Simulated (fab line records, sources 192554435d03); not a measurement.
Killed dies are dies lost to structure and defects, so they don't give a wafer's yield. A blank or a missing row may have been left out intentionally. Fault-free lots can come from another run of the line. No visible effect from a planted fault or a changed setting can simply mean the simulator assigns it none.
Matching of chambers | flow n5_finfet | 4 sister chambers for N5_BEOL_M0_SAQP_ALD_48 on ald_sin-03
The step deposits SiO2, target thk 20 nm, pulse time 1 s, co reactant pulse time 1 s. 4 wafers are shown with their chamber, then 11 later ones without.

WAFERS WITH THEIR CHAMBER
wafer  | chamber | heater_power_w (W)
L087.4 | 0       | 88
L089.1 | 3       | 84
L089.2 | 1       | 71
L090.1 | 2       | 89

WAFERS WHOSE CHAMBER IS MISSING
wafer  | heater_power_w (W)
L090.4 | 83
L090.5 | 71
L091.3 | 86
L091.4 | 70
L091.5 | 89
L093.3 | 87
L093.4 | 85
L093.6 | 85
L094.1 | 70
L094.4 | 87
L094.5 | 84

THE CHAMBER EACH PASSED THROUGH
wafer  | from the rows above          | in truth
L090.4 | 3                            | 3
L090.5 | 1                            | 1
L091.3 | can't be placed: 0 or 3 or 2 | 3
L091.4 | 1                            | 1
L091.5 | can't be placed: 2 or 0      | 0
L093.3 | can't be placed: 0 or 2      | 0
L093.4 | 3                            | 3
L093.6 | 3                            | 3
L094.1 | 1                            | 1
L094.4 | can't be placed: 0 or 2      | 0
L094.5 | 3                            | 3
7 of 11 placed correctly. Cannot be placed on the basis of these rows: 4; the candidates contain the true chamber in 4. Number placed wrongly: 0.
How it was worked out, from the rows above alone: a wafer's distance from a chamber is the root of the sum, over the readings, of the square of ((its reading less the chamber's mean) divided by the reading's scatter). The wafer belongs to the nearest chamber; if the next one is less than 2 further off, it can't be placed. A chamber's mean is the mean of its shown wafers. The scatter: root of mean squared gap, hidden wafer to nearest shown wafer, with one shown wafer a chamber.
